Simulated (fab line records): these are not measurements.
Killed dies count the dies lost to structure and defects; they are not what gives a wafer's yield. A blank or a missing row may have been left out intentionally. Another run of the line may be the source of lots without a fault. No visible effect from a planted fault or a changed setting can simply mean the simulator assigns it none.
Matching of chambers || flow nand harc || NHARC_A_CHANNEL_FILL_D1_ALD_14 on ald hk-02 has 4 sister chambers
The step deposits SiO2, target thk 2.5 nm, pulse time 10 s, ald cycles 25. 4 wafers are shown with their chamber, then 9 later ones without.

== WAFERS PAIRED WITH THEIR CHAMBERS ==
{"wafer": "L088.5", "chamber": 3, "heater power w (W)": 478}
{"wafer": "L090.2", "chamber": 2, "heater power w (W)": 448}
{"wafer": "L090.5", "chamber": 1, "heater power w (W)": 428}
{"wafer": "L090.6", "chamber": 0, "heater power w (W)": 522}

== WAFERS WHOSE CHAMBER IS MISSING ==
{"wafer": "L091.2", "heater power w (W)": 409}
{"wafer": "L091.4", "heater power w (W)": 464}
{"wafer": "L091.6", "heater power w (W)": 431}
{"wafer": "L095.2", "heater power w (W)": 459}
{"wafer": "L095.5", "heater power w (W)": 447}
{"wafer": "L095.6", "heater power w (W)": 416}
{"wafer": "L097.1", "heater power w (W)": 440}
{"wafer": "L097.2", "heater power w (W)": 519}
{"wafer": "L097.5", "heater power w (W)": 448}

== EACH ONE'S CHAMBER ==
{"wafer": "L091.2", "from the rows above": "can't be placed: 1 or 2", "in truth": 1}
{"wafer": "L091.4", "from the rows above": "can't be placed: 3 or 2", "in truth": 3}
{"wafer": "L091.6", "from the rows above": "can't be placed: 1 or 2", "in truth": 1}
{"wafer": "L095.2", "from the rows above": "can't be placed: 2 or 3 or 1", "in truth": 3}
{"wafer": "L095.5", "from the rows above": "can't be placed: 2 or 1", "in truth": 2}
{"wafer": "L095.6", "from the rows above": "can't be placed: 1 or 2", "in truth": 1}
{"wafer": "L097.1", "from the rows above": "can't be placed: 2 or 1", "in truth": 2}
{"wafer": "L097.2", "from the rows above": 0, "in truth": 0}
{"wafer": "L097.5", "from the rows above": "can't be placed: 2 or 1", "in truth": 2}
Placed correctly: 1 of 9. These rows do not allow placing 8 (true chamber among the candidates in 8). Wrongly placed: 0.
How it was worked out, from the rows above alone: a wafer's distance from a chamber is the root of the sum, over the readings, of the square of ((its reading less the chamber's mean) divided by the reading's scatter). The wafer belongs to the nearest chamber; if the next one is less than 2 further off, it can't be placed. The mean given for a chamber averages the wafers shown for that chamber. The scatter: root of mean squared gap, hidden wafer to nearest shown wafer, with one shown wafer a chamber.
